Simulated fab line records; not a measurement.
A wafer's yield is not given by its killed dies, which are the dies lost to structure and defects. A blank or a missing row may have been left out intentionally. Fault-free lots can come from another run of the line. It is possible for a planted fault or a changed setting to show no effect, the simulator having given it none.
Which tool is to blame? :: flow nandHarc :: 13 lots with 39 wafers sampled at 6 steps, on a route of 1159 steps

## WHAT THE GAUGES READ, wafer by wafer
NHARC_P_ZERO_WELL_CD_MEAS_37 targets a cd of 720 nm.
lot: L842
measured: day 1 16:14
on: cdSem-01
cdNm (nm): 718.8 721.1 717.2

lot: L843
measured: day 1 21:52
on: cdSem-03
cdNm (nm): 721.5 722.8 724.8

lot: L844
measured: day 2 04:01
on: cdSem-02
cdNm (nm): 720.1 720.6 719.8

lot: L846
measured: day 2 16:07
on: cdSem-02
cdNm (nm): 714.8 723.6 720.1

lot: L847
measured: day 2 22:16
on: cdSem-02
cdNm (nm): 724.9 721.3 720.1

lot: L850
measured: day 3 16:07
on: cdSem-03
cdNm (nm): 722.4 722.0 720.4

lot: L853
measured: day 4 10:01
on: cdSem-02
cdNm (nm): 722.0 725.1 722.0

lot: L855
measured: day 4 22:11
on: cdSem-01
cdNm (nm): - - -

lot: L857
measured: day 5 10:15
on: cdSem-03
cdNm (nm): 718.8 719.6 722.4

lot: L860
measured: day 6 04:06
on: cdSem-01
cdNm (nm): 717.5 716.1 721.9

lot: L863
measured: day 6 22:07
on: cdSem-02
cdNm (nm): 722.4 720.4 724.8

lot: L864
measured: day 7 03:59
on: cdSem-01
cdNm (nm): 719.9 716.7 717.0

lot: L865
measured: day 7 10:01
on: cdSem-02
cdNm (nm): 718.6 719.9 720.8

NHARC_P_ZERO_WELL_INSPECT_43.
lot: L842
measured: day 1 19:34
on: defectInspect-02
rawDefectCount: 9 20 14

lot: L843
measured: day 2 01:13
on: defectInspect-02
rawDefectCount: 14 9 17

lot: L844
measured: day 2 07:32
on: defectInspect-01
rawDefectCount: 5 11 2

lot: L846
measured: day 2 19:51
on: defectInspect-01
rawDefectCount: 7 14 7

lot: L847
measured: day 3 01:42
on: defectInspect-01
rawDefectCount: 23 25 26

lot: L850
measured: day 3 20:04
on: defectInspect-02
rawDefectCount: 9 15 20

lot: L853
measured: day 4 14:08
on: defectInspect-02
rawDefectCount: 16 16 18

lot: L855
measured: day 5 01:52
on: defectInspect-01
rawDefectCount: 13 11 11

lot: L857
measured: day 5 13:35
on: defectInspect-01
rawDefectCount: 7 9 3

lot: L860
measured: day 6 07:32
on: defectInspect-02
rawDefectCount: 23 15 17

lot: L863
measured: day 7 01:40
on: defectInspect-02
rawDefectCount: 12 4 15

lot: L864
measured: day 7 07:26
on: defectInspect-02
rawDefectCount: 13 13 13

lot: L865
measured: day 7 13:20
on: defectInspect-01
rawDefectCount: 25 17 9

NHARC_P_STI_INSPECT_11.
lot: L842
measured: day 2 07:31
on: defectInspect-02
rawDefectCount: 2 4 7

lot: L843
measured: day 2 18:52
on: defectInspect-02
rawDefectCount: 8 4 1

lot: L844
measured: day 2 23:26
on: defectInspect-02
rawDefectCount: 6 13 7

lot: L846
measured: day 3 14:02
on: defectInspect-01
rawDefectCount: 9 2 9

lot: L847
measured: day 3 14:13
on: defectInspect-01
rawDefectCount: 5 4 4

lot: L850
measured: day 4 11:34
on: defectInspect-01
rawDefectCount: 5 3 4

lot: L853
measured: day 5 05:41
on: defectInspect-01
rawDefectCount: 1 4 3

lot: L857
measured: day 6 11:17
on: defectInspect-02
rawDefectCount: 5 3 2

lot: L860
measured: day 7 00:20
on: defectInspect-02
rawDefectCount: 10 4 11

lot: L863
measured: day 7 15:11
on: defectInspect-02
rawDefectCount: 8 9 4

lot: L864
measured: day 7 22:53
on: defectInspect-01
rawDefectCount: 4 8 5

lot: L865
measured: day 8 04:43
on: defectInspect-02
rawDefectCount: 3 4 5

NHARC_P_STI_INSPECT_25.
lot: L842
measured: day 3 11:28
on: defectInspect-02
rawDefectCount: 202 259 228

lot: L843
measured: day 4 00:30
on: defectInspect-02
rawDefectCount: 560 452 306

lot: L844
measured: day 4 04:43
on: defectInspect-02
rawDefectCount: 123 117 113

lot: L846
measured: day 4 18:13
on: defectInspect-01
rawDefectCount: 170 128 173

lot: L847
measured: day 4 18:13
on: defectInspect-02
rawDefectCount: 335 223 257

lot: L850
measured: day 5 21:14
on: defectInspect-02
rawDefectCount: 358 372 187

lot: L853
measured: day 7 04:59
on: defectInspect-02
rawDefectCount: 126 166 266

lot: L857
measured: day 7 19:11
on: defectInspect-02
rawDefectCount: 278 392 293

lot: L860
measured: day 8 01:03
on: defectInspect-02
rawDefectCount: 234 307 332

lot: L863
measured: day 8 16:35
on: defectInspect-02
rawDefectCount: 182 149 147

lot: L864
measured: day 9 03:43
on: defectInspect-02
rawDefectCount: 314 152 158

lot: L865
measured: day 9 07:55
on: defectInspect-02
rawDefectCount: 143 242 175

NHARC_END_SORT_01.
lot: L855
measured: day 23 16:49
on: prober-02
killedAtArray: 40 39 45
killedAtOther: 0 1 0
killedAtPeriphery: 637 637 632
killedDies: 677 677 677
killedOpen: 1 0 4
killedShort: 1 3 2

## WHAT TOOL EACH LOT RAN ON (gives the tool, then ch and the chambers of the sampled wafers, and finally the start)
lot: L842
NHARC_P_ZERO_WELL_EXPOSE_34: krfScanner-01 ch 0, day 1 16:04

lot: L843
NHARC_P_ZERO_WELL_EXPOSE_34: krfScanner-01 ch 0, day 1 21:43

lot: L844
NHARC_P_ZERO_WELL_EXPOSE_34: krfScanner-03 ch 0, day 2 03:52

lot: L846
NHARC_P_ZERO_WELL_EXPOSE_34: krfScanner-02 ch 0, day 2 15:57

lot: L847
NHARC_P_ZERO_WELL_EXPOSE_34: krfScanner-01 ch 0, day 2 22:07

lot: L850
NHARC_P_ZERO_WELL_EXPOSE_34: krfScanner-02 ch 0, day 3 15:58

lot: L853
NHARC_P_ZERO_WELL_EXPOSE_34: krfScanner-01 ch 0, day 4 09:52

lot: L855
NHARC_P_ZERO_WELL_EXPOSE_34: krfScanner-01 ch 0, day 4 22:01

lot: L857
NHARC_P_ZERO_WELL_EXPOSE_34: krfScanner-03 ch 0, day 5 10:06

lot: L860
NHARC_P_ZERO_WELL_EXPOSE_34: krfScanner-03 ch 0, day 6 03:57

lot: L863
NHARC_P_ZERO_WELL_EXPOSE_34: krfScanner-02 ch 0, day 6 21:56

lot: L864
NHARC_P_ZERO_WELL_EXPOSE_34: krfScanner-02 ch 0, day 7 03:50

lot: L865
NHARC_P_ZERO_WELL_EXPOSE_34: krfScanner-01 ch 0, day 7 09:52
- NHARC_P_ZERO_WELL_EXPOSE_34: exposes mask P PWELL, target cd 720 nm.

## AS READ BY THE TOOLS THEMSELVES (means over the sampled wafers that have a number; for cases with no such wafer, the mark the record gives instead)
NHARC_P_ZERO_WELL_EXPOSE_34.
lot: L842
tool: krfScanner-01
reticleTempC (C): 23.00

lot: L843
tool: krfScanner-01
reticleTempC (C): 23.01

lot: L844
tool: krfScanner-03
reticleTempC (C): 22.90

lot: L846
tool: krfScanner-02
reticleTempC (C): 22.90

lot: L847
tool: krfScanner-01
reticleTempC (C): 23.07

lot: L850
tool: krfScanner-02
reticleTempC (C): 23.04

lot: L853
tool: krfScanner-01
reticleTempC (C): 22.80

lot: L855
tool: krfScanner-01
reticleTempC (C): 23.10

lot: L857
tool: krfScanner-03
reticleTempC (C): 23.04

lot: L860
tool: krfScanner-03
reticleTempC (C): 23.05

lot: L863
tool: krfScanner-02
reticleTempC (C): 23.09

lot: L864
tool: krfScanner-02
reticleTempC (C): 23.04

lot: L865
tool: krfScanner-01
reticleTempC (C): 22.81

## THE ANSWER, worked out from the rows above alone
Rule: the usual values come from the lots themselves. The widest of any qualifying gaps counts: lots, ordered by their means at a reading, are off when they make up no more than a third of the lots, leave a main group of 4 or more, and stand apart from it by 3 or more times the standard deviation of that group's means. The tables above print the reading to a certain number of digits; a main group whose means all agree to those digits is not used. A lot without any number at a reading at which 4 lots or more have one is off too. Where the step has rows for the other lots, those lots are counted as sound. First the gauges in route order, then the tools' own readings, where a lot's mean is used as printed above. At the first step where some lot is off, the reading lying furthest off is the one used; lots without a number count as furthest.
Off at NHARC_P_ZERO_WELL_CD_MEAS_37 (cdNm): L855. Without a number there: L855. The main group has a mean of 720.6 nm with a standard deviation of 1.7.
If a tool, at a process step before that reading, ran all the lots that are off and no sound lot after the first of them, it fits. Gauges at NHARC_P_ZERO_WELL_CD_MEAS_37: tried the same way as those tools. Of those tried, none fits.

## WHAT WAS PUT IN BY THE SIMULATOR
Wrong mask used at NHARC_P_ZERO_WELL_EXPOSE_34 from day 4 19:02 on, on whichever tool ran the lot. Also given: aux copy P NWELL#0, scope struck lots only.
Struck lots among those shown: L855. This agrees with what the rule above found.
